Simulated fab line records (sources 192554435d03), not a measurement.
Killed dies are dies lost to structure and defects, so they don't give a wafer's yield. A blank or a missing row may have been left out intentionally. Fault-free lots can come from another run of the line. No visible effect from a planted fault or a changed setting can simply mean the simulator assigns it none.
fab line records ; flow n5-finfet ; part 2 of 2: steps 5 to 6 of 6
[record] lots = 23; wafers = 69; last-day = 18
route steps=1938 shown HKMG_FIN@442 GATE_CUT@470 MOL_CONTACT_COAG@535
lots that met no fault: taken from a fault-free run of the same line
start-h: start of the lot's first displayed wafer, in hours after the record's first day ; wait-h: how many hours have passed since the lot's step before this one ; " the same as in the row above ; L1.1+2: a single row standing in for several wafers ; - no value, or no start given ; * or withheld: withheld ; < > ~ a bound
route shown NAME@n: names a module that has steps shown in the file, with the first one's number in the route ; usual: mean and standard deviation over wafers with no fault ; same: alike in all rows ; chamber/n: place in a boat ; sites: readings site by site ; _std_site: standard deviation of those values ; _edge_site: inner sites' mean taken away from outer sites' mean ; radius-mm: how far each site lies from the wafer's centre ; mask NAME#n: copy n ; behind: the last tool/chamber to shape the wafer ; hold: why the lot was held/for how many hours/how that ended ; device: whichever transistor did not switch (one of n, p or np) ; end of line: the same wafers' tests at the end of the route ; a step without rows: its recipe alone ; killed: not the wafer's yield, but the dies lost to structure and defects at the first sort ; map: shows each die of a wafer: x if killed, . if not, _ if none is there
set.NAME: the setting as run; set.NAME@STEP: as run at that earlier step ; model.NAME: the simulator's own value behind a step, which no gauge read
steps of the route over a sample of lots; a table a step, a row a wafer
services: the hour from which a tool's chamber was out of use, counted from the record's first day as start-h (under 0 if before that day), plus the number of hours and why
[[steps]]
[step N5_MOL_CONTACT_COAG_CONTACT_ETCH_14]
[recipe] chemistry = C4F6/O2; target = SiO2; target-depth-a = 275; overetch-a = 85; mask-material = SOC; pressure-mtorr = 30; source-w = 370; bias-w = 185; Ar_flow_sccm = 300; C4F6_flow_sccm = 16; O2_flow_sccm = 10; time-s = 20; ion-energy-ev = 259.6
[usual] drypump-motor-current-A = 5.6/0.49; oes-product-au = 0.66/0.045; rf-vpp-V = 694/3.2; showerhead-plenum-p-Torr = 2.92/0.081; throttle-valve-pct = 21.42/0.22
lot.wafer;tool;chamber;start-h;wait-h;drypump-motor-current-A;oes-product-au;rf-hours-counter-h;rf-vpp-V;showerhead-plenum-p-Torr;throttle-valve-pct
L076.1;rie-diel-03;0;105.52;0.0;5.7;0.66;112;699;3.00;21.20
L076.3;rie-diel-03;2;105.52;0.0;5.3;0.68;87;693;2.93;21.68
L076.6;rie-diel-03;2;105.52;0.0;5.3;0.67;-;696;2.93;21.70
L075.2;rie-diel-03;2;107.42;0.0;5.3;0.68;88;693;2.93;21.68
L075.4;rie-diel-03;3;107.42;0.0;6.4;0.60;-;688;2.77;21.66
L075.6;rie-diel-03;0;107.42;0.0;5.7;0.66;-;699;3.00;21.21
L077.1;rie-diel-01;3;114.34;0.0;5.3;0.62;164;698;3.00;21.28
L077.3;rie-diel-01;2;114.34;0.0;4.9;0.64;156;696;2.99;21.48
L077.6;rie-diel-01;3;114.34;0.0;5.4;0.62;-;696;3.00;21.29
L078.3;rie-diel-03;0;117.91;0.0;5.7;0.66;119;697;2.99;21.21
L078.4;rie-diel-03;2;117.91;0.0;5.3;0.67;-;696;2.93;21.68
L078.5;rie-diel-03;3;117.91;0.0;6.4;0.60;-;687;2.77;21.67
L074.1;rie-diel-03;0;120.29;0.0;5.7;0.66;120;698;2.99;21.19
L074.5;rie-diel-03;3;120.29;0.0;6.3;0.60;-;688;2.77;21.68
L074.6;rie-diel-03;2;120.29;0.0;5.3;0.68;-;694;2.93;21.69
L079.3;rie-diel-01;3;121.84;0.0;5.3;0.62;168;696;3.00;21.30
L079.4;rie-diel-01;2;121.84;0.0;4.9;0.64;159;695;2.99;21.48
L079.6;rie-diel-01;3;121.84;0.0;5.3;0.62;-;697;3.00;21.29
L080.1;rie-diel-03;2;126.17;0.0;5.3;0.67;96;694;2.92;21.68
L080.3;rie-diel-03;3;126.17;0.0;6.3;0.60;215;688;2.77;21.68
L080.6;rie-diel-03;3;126.17;0.0;6.4;0.60;-;689;2.77;21.68
L081.2;rie-diel-05;2;128.65;0.0;5.6;0.75;31;699;3.07;21.32
L081.3;rie-diel-05;0;128.65;0.0;6.2;0.72;67;691;2.81;21.49
L081.5;rie-diel-05;1;128.65;0.0;5.7;0.73;-;691;2.80;21.18
L082.1;rie-diel-01;1;137.33;0.0;5.2;0.75;34;695;2.93;21.24
L082.2;rie-diel-01;3;137.33;0.0;5.3;0.62;174;696;2.99;21.29
L082.4;rie-diel-01;2;137.33;0.0;5.0;0.63;165;698;2.98;21.49
L083.1;rie-diel-03;2;142.66;0.0;5.3;0.67;105;692;2.92;21.71
L083.2;rie-diel-03;0;142.66;0.0;5.7;0.65;130;697;2.99;21.21
L083.4;rie-diel-03;0;142.66;0.0;5.7;0.65;-;697;2.99;21.22
L084.1;rie-diel-01;3;145.02;0.0;5.3;0.61;176;696;2.99;21.30
L084.2;rie-diel-01;2;145.02;0.0;5.0;0.63;168;697;2.98;21.50
L084.6;rie-diel-01;1;145.02;0.0;5.2;0.74;-;695;2.93;21.24
L085.2;rie-diel-01;2;156.32;0.0;4.9;0.63;170;696;2.98;21.52
L085.3;rie-diel-01;0;156.32;0.0;6.3;0.69;91;692;2.91;21.06
L085.6;rie-diel-01;0;156.32;0.0;6.4;0.69;-;694;2.91;21.07
L086.1;rie-diel-03;3;169.40;0.0;6.3;0.59;233;688;2.76;21.71
L086.3;rie-diel-03;1;169.40;0.0;5.3;0.69;110;693;2.90;21.26
L086.6;rie-diel-03;2;169.40;0.0;5.3;0.66;-;693;2.92;21.74
L087.1;rie-diel-03;2;172.84;0.0;5.3;0.65;117;692;2.92;21.73
L087.3;rie-diel-03;1;172.84;0.0;5.2;0.68;111;693;2.90;21.26
L087.6;rie-diel-03;3;172.84;0.0;6.3;0.59;-;686;2.76;21.70
L088.2;rie-diel-03;1;176.17;0.0;5.2;0.69;112;694;2.90;21.27
L088.3;rie-diel-03;2;176.17;0.0;5.3;0.66;118;692;2.91;21.73
L088.5;rie-diel-03;1;176.17;0.0;5.2;0.69;-;694;2.90;21.27
L089.2;rie-diel-01;2;183.61;0.0;5.0;0.62;181;696;2.98;21.51
L089.3;rie-diel-01;1;183.61;0.0;5.2;0.73;51;694;2.93;21.24
L089.4;rie-diel-01;0;183.61;0.0;6.4;0.68;100;695;2.90;21.10
L091.3;rie-diel-03;1;194.66;0.0;5.2;0.68;120;693;2.89;21.28
L091.5;rie-diel-03;3;194.66;0.0;6.4;0.58;-;688;2.76;21.73
L091.6;rie-diel-03;0;194.66;0.0;5.7;0.64;-;697;2.98;21.24
L092.3;rie-diel-05;2;196.85;0.0;5.6;0.72;56;698;3.06;21.38
L092.4;rie-diel-05;0;196.85;0.0;6.2;0.70;82;689;2.80;21.52
L092.6;rie-diel-05;2;196.85;0.0;5.6;0.71;-;698;3.06;21.38
L093.1;rie-diel-01;2;200.99;0.0;4.9;0.61;188;695;2.97;21.54
L093.2;rie-diel-01;3;200.99;0.0;5.4;0.61;196;697;2.98;21.33
L093.4;rie-diel-01;1;200.99;0.0;5.3;0.72;58;695;2.92;21.25
L094.1;rie-diel-03;0;209.29;0.0;5.7;0.63;154;697;2.98;21.23
L094.2;rie-diel-03;2;209.29;0.0;5.3;0.65;130;692;2.91;21.73
L094.5;rie-diel-03;2;209.29;0.0;5.3;0.64;-;692;2.91;21.74
L095.2;rie-diel-01;2;216.21;0.0;5.0;0.61;193;697;2.97;21.55
L095.3;rie-diel-01;1;216.21;0.0;5.3;0.71;63;696;2.92;21.26
L095.4;rie-diel-01;0;216.21;0.0;6.4;0.68;112;694;2.90;21.11
L096.2;rie-diel-01;2;220.74;0.0;5.0;0.61;195;696;2.97;21.54
L096.3;rie-diel-01;1;220.74;0.0;5.2;0.71;64;694;2.92;21.29
L096.4;rie-diel-01;3;220.74;0.0;5.3;0.60;203;695;2.98;21.34
L097.2;rie-diel-03;2;229.32;0.0;5.3;0.64;139;694;2.91;21.76
L097.4;rie-diel-03;0;229.32;0.0;5.7;0.62;-;694;2.97;21.27
L097.5;rie-diel-03;1;229.32;0.0;5.2;0.67;-;692;2.89;21.31
[step N5_MOL_CONTACT_COAG_ETCH_110]
[recipe] chemistry = CF4/O2; target = Si; target-depth-a = 25; time-s = 8; pressure-mtorr = 100; source-w = 200; bias-w = 12; ion-energy-ev = 60; Ar_flow_sccm = 100; cf4-flow-sccm = 100; O2_flow_sccm = 10
[usual] cf4-flow-sccm = 100.0/0.31; drypump-motor-current-A = 5.6/0.49; oes-product-au = 0.77/0.055; rf-vpp-V = 128/3.4; showerhead-plenum-p-Torr = 2.25/0.064; throttle-valve-pct = 10.85/0.22
lot.wafer;tool;chamber;start-h;wait-h;cf4-flow-sccm;drypump-motor-current-A;oes-product-au;rf-hours-counter-h;rf-vpp-V;showerhead-plenum-p-Torr;throttle-valve-pct
L076.1;rie-diel-03;0;105.62;0.0;100.3;5.7;0.79;112;127;2.32;10.67
L076.3;rie-diel-03;2;105.62;0.0;99.6;5.3;0.79;87;132;2.26;10.90
L076.6;rie-diel-03;2;105.62;0.0;100.1;5.3;0.79;-;133;2.26;10.90
L075.2;rie-diel-03;2;107.52;0.0;100.4;5.3;0.78;88;131;2.26;10.88
L075.4;rie-diel-03;3;107.52;0.0;100.5;6.3;0.72;-;122;2.14;11.13
L075.6;rie-diel-03;0;107.52;0.0;100.0;5.7;0.79;-;127;2.32;10.69
L077.1;rie-diel-01;3;114.44;0.0;100.4;5.3;0.74;164;131;2.32;10.82
L077.3;rie-diel-01;2;114.44;0.0;100.1;4.9;0.75;156;130;2.31;11.01
L077.6;rie-diel-01;3;114.44;0.0;100.2;5.3;0.74;-;130;2.32;10.83
L078.3;rie-diel-03;0;118.00;0.0;99.1;5.6;0.78;119;126;2.32;10.67
L078.4;rie-diel-03;2;118.00;0.0;99.2;5.3;0.79;-;133;2.25;10.90
L078.5;rie-diel-03;3;118.00;0.0;99.9;6.3;0.71;-;121;2.14;11.14
L074.1;rie-diel-03;0;120.39;0.0;99.6;5.7;0.78;120;127;2.31;10.70
L074.5;rie-diel-03;3;120.39;0.0;100.1;6.3;0.70;-;122;2.14;11.15
L074.6;rie-diel-03;2;120.39;0.0;99.8;5.3;0.78;-;131;2.25;10.93
L079.3;rie-diel-01;3;121.93;0.0;99.5;5.4;0.74;168;133;2.31;10.85
L079.4;rie-diel-01;2;121.93;0.0;99.9;4.9;0.74;159;128;2.31;11.01
L079.6;rie-diel-01;3;121.93;0.0;99.3;5.3;0.74;-;133;2.31;10.84
L080.1;rie-diel-03;2;126.27;0.0;100.6;5.3;0.78;96;133;2.25;10.93
L080.3;rie-diel-03;3;126.27;0.0;100.1;6.3;0.71;215;123;2.14;11.19
L080.6;rie-diel-03;3;126.27;0.0;99.9;6.3;0.71;-;122;2.14;11.15
L081.2;rie-diel-05;2;128.75;0.0;100.2;5.6;0.92;31;129;2.36;10.59
L081.3;rie-diel-05;0;128.75;0.0;100.1;6.2;0.85;67;122;2.16;10.77
L081.5;rie-diel-05;1;128.75;0.0;100.1;5.7;0.89;-;121;2.16;10.54
L082.1;rie-diel-01;1;137.43;0.0;99.6;5.2;0.88;34;128;2.25;10.46
L082.2;rie-diel-01;3;137.43;0.0;100.1;5.3;0.73;174;131;2.31;10.87
L082.4;rie-diel-01;2;137.43;0.0;99.6;5.0;0.74;165;129;2.30;11.03
L083.1;rie-diel-03;2;142.75;0.0;100.0;5.3;0.77;105;133;2.25;10.96
L083.2;rie-diel-03;0;142.75;0.0;99.9;5.7;0.78;130;128;2.31;10.71
L083.4;rie-diel-03;0;142.75;0.0;99.9;5.7;0.76;-;127;2.31;10.72
L084.1;rie-diel-01;3;145.11;0.0;99.9;5.3;0.73;176;132;2.31;10.84
L084.2;rie-diel-01;2;145.11;0.0;100.1;5.0;0.75;168;128;2.30;11.04
L084.6;rie-diel-01;1;145.11;0.0;99.8;5.3;0.89;-;130;2.25;10.49
L085.2;rie-diel-01;2;156.41;0.0;99.6;5.0;0.73;170;128;2.30;11.06
L085.3;rie-diel-01;0;156.41;0.0;100.1;6.4;0.79;91;131;2.24;10.55
L085.6;rie-diel-01;0;156.41;0.0;99.6;6.3;0.80;-;130;2.24;10.54
L086.1;rie-diel-03;3;169.49;0.0;99.9;6.3;0.69;233;122;2.13;11.22
L086.3;rie-diel-03;1;169.49;0.0;100.6;5.2;0.81;110;129;2.23;10.69
L086.6;rie-diel-03;2;169.49;0.0;100.0;5.3;0.76;-;130;2.25;10.98
L087.1;rie-diel-03;2;172.94;0.0;100.4;5.3;0.76;117;132;2.25;10.99
L087.3;rie-diel-03;1;172.94;0.0;100.2;5.2;0.80;111;128;2.23;10.69
L087.6;rie-diel-03;3;172.94;0.0;100.2;6.3;0.69;-;122;2.13;11.22
L088.2;rie-diel-03;1;176.27;0.0;100.0;5.2;0.80;112;128;2.23;10.71
L088.3;rie-diel-03;2;176.27;0.0;100.0;5.3;0.76;118;131;2.25;11.00
L088.5;rie-diel-03;1;176.27;0.0;100.5;5.2;0.80;-;128;2.23;10.72
L089.2;rie-diel-01;2;183.70;0.0;99.1;4.9;0.73;181;128;2.30;11.08
L089.3;rie-diel-01;1;183.70;0.0;100.2;5.2;0.86;51;128;2.25;10.54
L089.4;rie-diel-01;0;183.70;0.0;99.4;6.4;0.78;100;130;2.24;10.56
L091.3;rie-diel-03;1;194.76;0.0;99.5;5.2;0.78;120;126;2.23;10.72
L091.5;rie-diel-03;3;194.76;0.0;100.1;6.3;0.68;-;121;2.13;11.24
L091.6;rie-diel-03;0;194.76;0.0;100.2;5.7;0.75;-;129;2.30;10.77
L092.3;rie-diel-05;2;196.94;0.0;100.0;5.6;0.88;56;131;2.35;10.65
L092.4;rie-diel-05;0;196.94;0.0;100.5;6.2;0.80;82;124;2.16;10.81
L092.6;rie-diel-05;2;196.94;0.0;99.8;5.6;0.87;-;131;2.35;10.65
L093.1;rie-diel-01;2;201.09;0.0;100.2;5.0;0.73;188;129;2.30;11.11
L093.2;rie-diel-01;3;201.09;0.0;100.1;5.3;0.71;196;131;2.31;10.92
L093.4;rie-diel-01;1;201.09;0.0;100.2;5.2;0.85;58;127;2.24;10.53
L094.1;rie-diel-03;0;209.38;0.0;99.9;5.7;0.76;154;126;2.30;10.78
L094.2;rie-diel-03;2;209.38;0.0;99.2;5.3;0.75;130;131;2.24;11.03
L094.5;rie-diel-03;2;209.38;0.0;99.7;5.3;0.75;-;132;2.24;11.04
L095.2;rie-diel-01;2;216.31;0.0;99.8;5.0;0.72;193;130;2.29;11.11
L095.3;rie-diel-01;1;216.31;0.0;99.4;5.2;0.84;63;128;2.24;10.57
L095.4;rie-diel-01;0;216.31;0.0;100.3;6.3;0.77;112;130;2.23;10.60
L096.2;rie-diel-01;2;220.83;0.0;100.2;4.9;0.72;195;128;2.29;11.12
L096.3;rie-diel-01;1;220.83;0.0;100.1;5.2;0.84;65;128;2.24;10.58
L096.4;rie-diel-01;3;220.83;0.0;100.4;5.3;0.71;203;131;2.30;10.95
L097.2;rie-diel-03;2;229.42;0.0;100.0;5.3;0.75;139;133;2.24;11.06
L097.4;rie-diel-03;0;229.42;0.0;100.4;5.7;0.75;-;128;2.30;10.81
L097.5;rie-diel-03;1;229.42;0.0;100.6;5.2;0.78;-;127;2.23;10.77
[[services]]
tool;chamber;start-h;hours;kind
rie-diel-01;-;73.72;1.2;repair
rie-diel-06;-;75.17;0.9;repair
rie-diel-01;1;77.18;4.7;repair
ald-metal-04;3;82.71;16.8;repair
cmp-01;-;83.57;2.8;repair
rie-diel-04;2;96.92;132.0;repair
rie-diel-01;3;100.79;8.7;repair
cmp-02;-;119.48;4.0;pm
rie-diel-01;-;135.57;0.8;repair
cmp-01;-;148.29;4.8;pm
rie-diel-05;1;148.75;2.2;repair
rie-diel-05;0;152.80;25.5;repair
rie-diel-02;2;161.44;8.3;repair
rie-diel-01;0;168.70;6.0;repair
cmp-01;-;172.77;16.3;pm
rie-diel-02;1;183.49;5.8;repair
ald-metal-02;-;189.77;3.0;repair
ald-metal-01;-;197.87;2.8;pm
rie-diel-02;-;199.34;2.8;pm
cmp-02;-;211.56;3.1;pm
ald-metal-02;3;221.47;8.5;repair
cmp-01;-;223.51;9.1;repair
ald-metal-04;-;227.14;14.6;pm
rie-diel-01;0;228.17;6.0;repair
